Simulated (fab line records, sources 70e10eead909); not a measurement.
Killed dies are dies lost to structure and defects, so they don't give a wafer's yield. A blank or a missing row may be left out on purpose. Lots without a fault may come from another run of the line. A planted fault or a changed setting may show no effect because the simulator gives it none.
fab line records | flow nand_harc | part 2 of 2: steps 5 to 6 of 6
record lots=22 wafers=66 last_day=34
route steps=1302 shown A_SLIT@938 A_WL_FILL@967 A_CONTACT@1003
lots that met no fault: from a run of the same line without faults
start_h: hours from the record's first day to the start of the lot's first wafer shown | wait_h: hours since the lot's step before | " the same as in the row above | L1.1+2: a row that stands for several wafers | - no value, or no start given | * or withheld: withheld | < > ~ a bound
route shown NAME@n: a module of which the file shows steps, and the number in the route of the first | usual: mean/standard deviation of fault-free wafers | same: alike in all rows | chamber/n: place in a boat | sites: the reading at each site | _std_site: their standard deviation | _edge_site: outer sites' mean less inner sites' | radius_mm: how far each site lies from the wafer's centre | mask NAME#n: copy n | behind: the tool/chamber that last shaped the wafer | hold: why the lot was held/for how many hours/how that ended | device: the transistor (n, p or np) that didn't switch | end of line: the same wafers' tests at the end of the route | a step without rows: its recipe alone | killed: dies lost to structure and defects at the first sort, not the wafer's yield | map: a wafer's dies, x killed, . not, _ none there
set.NAME: the setting as run; set.NAME@STEP: as run at that earlier step | model.NAME: the simulator's own value behind a step, which no gauge read
steps of the route over a sample of lots; a table a step, a row a wafer
services: from which hour (start_h, from the record's first day; less than 0 if before it) a tool's chamber was out of use, for how many hours, and why
## steps
# step NHARC_A_CONTACT_ETCH_121
# recipe source_w=withheld pressure_mtorr=20 bias_v=3000 time_s=190 target_depth_a=18500 ar_flow_sccm=withheld c4f8_flow_sccm=withheld o2_flow_sccm=withheld chemistry=C4F8/O2/Ar
# columns lot.wafer tool chamber start_h wait_h rf_hours_counter_h
L074.2 har_cap_etch-03 0 493.75 0.1 40
L074.1 " 1 " " 40
L074.4 " 1 " " -
L075.2 har_cap_etch-03 1 505.75 0.1 44
L075.1 " 0 " " 44
L075.5 " 1 " " -
L076.2 har_cap_etch-02 1 506.53 0.1 86
L076.1 " 0 " " 86
L076.4 " 1 " " -
L077.2 har_cap_etch-03 1 518.80 0.1 49
L077.1 " 0 " " 49
L077.4 " 0 " " -
L079.1 har_cap_etch-01 0 536.71 0.1 5
L079.2 " 1 " " 5
L079.4 " 1 " " -
L081.4 har_cap_etch-02 1 568.22 0.1 -
L081.5 " 1 " " -
L081.6 " 0 " " -
L083.2 har_cap_etch-02 1 583.45 0.1 101
L083.3 " 0 " " -
L083.5 " 1 " " -
L082.4 har_cap_etch-03 1 584.55 0.1 -
L082.5 " 1 " " -
L082.6 " 0 " " -
L084.1 har_cap_etch-02 1 602.01 0.1 105
L084.2 " 0 " " 105
L084.6 " 0 " " -
L085.2 har_cap_etch-01 1 602.18 0.2 14
L085.3 " 1 " " -
L085.6 " 0 " " -
L087.4 har_cap_etch-02 0 612.00 0.1 -
L087.6 " 0 " " -
L087.5 " 1 " " -
L088.2 har_cap_etch-01 0 622.12 0.1 18
L088.4 " 1 " " -
L088.5 " 1 " " -
L086.1 har_cap_etch-02 0 622.35 0.1 110
L086.3 " 0 " " -
L086.4 " 1 " " -
L089.2 har_cap_etch-03 1 626.19 0.1 67
L089.1 " 0 " " 67
L089.4 " 1 " " -
L091.2 har_cap_etch-02 1 653.49 0.1 117
L091.3 " 1 " " -
L091.6 " 1 " " -
L090.1 har_cap_etch-03 1 654.38 0.1 75
L090.4 " 0 " " -
L090.3 " 1 " " -
L092.2 har_cap_etch-03 0 667.49 0.1 77
L092.3 " 1 " " -
L092.5 " 0 " " -
L093.2 har_cap_etch-03 1 679.65 0.1 79
L093.3 " 1 " " -
L093.6 " 0 " " -
L094.1 har_cap_etch-01 1 679.96 0.1 29
L094.4 " 1 " " -
L094.3 " 0 " " -
L095.2 har_cap_etch-01 1 700.04 0.1 32
L095.4 " 1 " " -
L095.5 " 1 " " -
L096.2 har_cap_etch-03 0 701.34 0.1 85
L096.4 " 1 " " -
L096.6 " 0 " " -
L097.1 har_cap_etch-01 1 741.98 0.1 37
L097.3 " 1 " " -
L097.5 " 1 " " -
# step NHARC_A_CONTACT_ETCH_96
# recipe target_depth_a=200 over_etch_frac=0.5 time_s=10 ion_energy_ev=250 c4f6_flow_sccm=25 o2_flow_sccm=20 ar_flow_sccm=500 rf_w=600 bias_w=500 chemistry=C4F6/O2
# usual c4f6_flow_sccm=25.01/0.069 drypump_motor_current_A=6.1/0.4 mfc_ar_sccm=499.9/1.5 oes_product_au=0.967/0.029 rf_vpp_V=548/3.5 showerhead_plenum_p_Torr=3.96/0.17 throttle_valve_pct=26.904/0.0088
# columns lot.wafer tool chamber start_h wait_h c4f6_flow_sccm drypump_motor_current_A mfc_ar_sccm oes_product_au rf_hours_counter_h rf_vpp_V showerhead_plenum_p_Torr throttle_valve_pct
L074.2 rie_diel-01 2 - - 25.07 6.0 499.7 0.954 41 546 3.89 26.896
L074.4 " 0 " " 25.03 5.4 499.8 0.965 34 544 3.78 26.900
L074.1 " 1 " " 25.15 5.7 502.1 0.939 37 546 3.95 26.891
L075.1 rie_diel-06 2 - - 25.01 5.3 501.2 0.995 4 551 4.18 26.918
L075.2 " 3 " " 24.89 5.9 498.7 1.005 4 552 4.16 26.898
L075.5 " 2 " " 25.04 5.3 499.1 0.993 - 552 4.18 26.901
L076.1 rie_diel-06 0 - - 24.86 6.2 502.1 1.013 2 550 4.06 26.896
L076.4 " 1 " " 25.05 5.8 495.9 0.995 2 551 4.12 26.895
L076.2 " 2 " " 25.08 5.3 498.5 0.997 4 551 4.18 26.896
L077.4 rie_diel-04 2 - - 25.07 6.3 500.9 1.003 32 542 3.79 26.898
L077.1 " 3 " " 25.23 6.5 496.3 1.005 34 547 3.95 26.892
L077.2 " 0 " " 24.98 5.8 499.6 0.992 34 544 3.79 26.914
L079.1 rie_diel-01 0 - - 24.91 5.4 500.2 0.984 47 544 3.78 26.920
L079.2 " 1 " " 24.99 5.6 500.5 0.956 53 547 3.94 26.906
L079.4 " 2 " " 25.08 6.0 501.5 0.952 57 546 3.88 26.892
L081.4 rie_diel-04 0 - - 24.88 5.8 500.0 0.991 3 544 3.79 26.907
L081.6 " 1 " " 25.03 6.6 499.5 0.993 - 552 4.20 26.906
L081.5 " 2 " " 24.96 6.4 498.8 1.000 - 545 3.78 26.885
L083.2 rie_diel-06 2 - - 24.96 5.3 499.5 0.931 24 552 4.17 26.917
L083.3 " 3 " " 24.97 5.9 499.7 0.948 26 551 4.14 26.910
L083.5 " 0 " " 25.10 6.2 499.0 0.956 - 549 4.05 26.886
L082.4 rie_diel-04 0 - - 24.95 5.8 500.6 0.947 6 546 3.79 26.903
L082.6 " 1 " " 24.99 6.6 499.9 0.923 - 551 4.20 26.891
L082.5 " 2 " " 24.95 6.4 500.8 0.939 - 544 3.78 26.886
L084.1 rie_diel-01 1 - - 25.02 5.6 499.3 0.938 10 547 3.93 26.893
L084.2 " 0 " " 24.93 5.4 501.0 0.950 8 544 3.77 26.917
L084.6 " 1 " " 24.99 5.6 497.9 0.942 - 548 3.93 26.902
L085.3 rie_diel-04 0 - - 25.09 5.8 501.0 0.992 8 545 3.79 26.902
L085.2 " 1 " " 25.00 6.6 498.6 0.994 8 551 4.20 26.913
L085.6 " 0 " " 25.05 5.8 501.2 0.995 - 543 3.79 26.893
L087.4 rie_diel-04 0 - - 24.96 5.8 499.8 0.910 10 545 3.79 26.912
L087.5 " 1 " " 25.05 6.6 499.6 0.908 - 554 4.20 26.914
L087.6 " 2 " " 25.06 6.4 498.4 0.928 - 544 3.78 26.911
L088.2 rie_diel-06 3 - - 25.07 5.9 498.9 0.953 41 549 4.14 26.892
L088.4 " 1 " " 25.11 5.7 501.1 0.937 35 550 4.10 26.905
L088.5 " 3 " " 24.98 5.9 500.7 0.956 - 551 4.14 26.913
L086.1 rie_diel-01 3 - - 25.04 6.2 498.7 0.991 13 543 3.70 26.919
L086.4 " 1 " " 24.97 5.7 500.7 0.984 16 547 3.93 26.908
L086.3 " 2 " " 25.07 6.0 500.0 1.003 16 545 3.86 26.897
L089.1 rie_diel-06 2 - - 25.10 5.3 498.7 0.925 38 552 4.16 26.917
L089.4 " 3 " " 25.06 5.9 500.0 0.943 41 553 4.14 26.909
L089.2 " 0 " " 24.96 6.2 500.5 0.964 37 549 4.04 26.914
L091.2 rie_diel-04 3 - - 25.00 6.5 498.7 0.958 19 546 3.94 26.901
L091.3 " 0 " " 25.03 5.8 500.0 0.950 18 544 3.78 26.911
L091.6 " 3 " " 24.94 6.5 502.3 0.950 - 547 3.94 26.903
L090.3 rie_diel-04 2 - - 24.93 6.4 499.6 1.003 19 544 3.77 26.908
L090.1 " 0 " " 24.92 5.8 499.7 0.985 18 544 3.78 26.905
L090.4 " 1 " " 24.97 6.6 499.7 0.985 19 552 4.19 26.916
L092.3 rie_diel-04 2 - - 24.94 6.4 497.5 1.006 21 544 3.77 26.899
L092.2 " 0 " " 25.01 5.8 499.2 0.979 20 544 3.78 26.898
L092.5 " 2 " " 25.07 6.3 496.8 1.000 - 544 3.77 26.896
L093.3 rie_diel-04 2 - - 24.83 6.3 501.2 0.947 23 542 3.77 26.907
L093.2 " 3 " " 25.01 6.4 500.5 0.949 23 548 3.93 26.908
L093.6 " 2 " " 24.91 6.3 497.3 0.947 - 544 3.77 26.876
L094.3 rie_diel-01 1 - - 25.02 5.7 500.2 0.923 38 545 3.92 26.901
L094.4 " 2 " " 25.00 6.0 501.9 0.962 33 547 3.85 26.882
L094.1 " 3 " " 25.03 6.3 500.1 0.934 31 542 3.69 26.912
L095.2 rie_diel-04 0 - - 25.09 5.8 500.0 0.931 25 544 3.78 26.906
L095.4 " 2 " " 24.95 6.4 500.5 0.976 27 544 3.77 26.897
L095.5 " 1 " " 24.87 6.6 498.0 0.942 - 552 4.19 26.904
L096.2 rie_diel-04 0 - - 24.96 5.8 501.2 0.929 25 542 3.78 26.902
L096.4 " 1 " " 25.09 6.7 500.8 0.940 27 554 4.19 26.918
L096.6 " 3 " " 25.06 6.5 498.7 0.925 - 547 3.93 26.898
L097.3 rie_diel-06 0 - - 24.96 6.2 498.4 1.006 20 548 4.02 26.899
L097.1 " 3 " " 25.00 5.9 504.0 1.005 20 552 4.12 26.900
L097.5 " 1 " " 25.00 5.8 501.7 0.993 - 549 4.08 26.901
## services
# columns tool chamber start_h hours kind
rie_diel-13 - 452.52 4.7 repair
rie_diel-04 - 456.05 0.2 repair
rie_diel-03 - 458.37 9.0 pm
rie_diel-06 - 493.45 9.0 pm
har_cap_etch-01 - 498.62 17.0 pm
rie_diel-08 3 516.00 6.1 repair
rie_diel-13 - 519.00 9.0 pm
rie_diel-08 0 522.54 6.7 repair
rie_diel-04 - 531.90 9.0 pm
rie_diel-08 - 544.88 9.0 pm
rie_diel-01 - 560.43 9.0 pm
rie_diel-04 - 564.49 1.0 repair
rie_diel-06 0 602.28 4.5 repair
rie_diel-08 0 605.00 1.5 repair
rie_diel-04 0 614.54 6.1 repair
har_cap_etch-03 - 634.63 0.1 repair
rie_diel-08 2 651.51 5.8 repair
rie_diel-06 - 670.45 9.0 pm
rie_diel-06 1 692.68 4.5 repair
rie_diel-01 0 695.30 22.5 repair
rie_diel-01 - 703.86 0.4 repair
rie_diel-04 - 709.17 9.0 pm
rie_diel-08 - 721.88 9.0 pm
rie_diel-01 - 737.43 9.0 pm
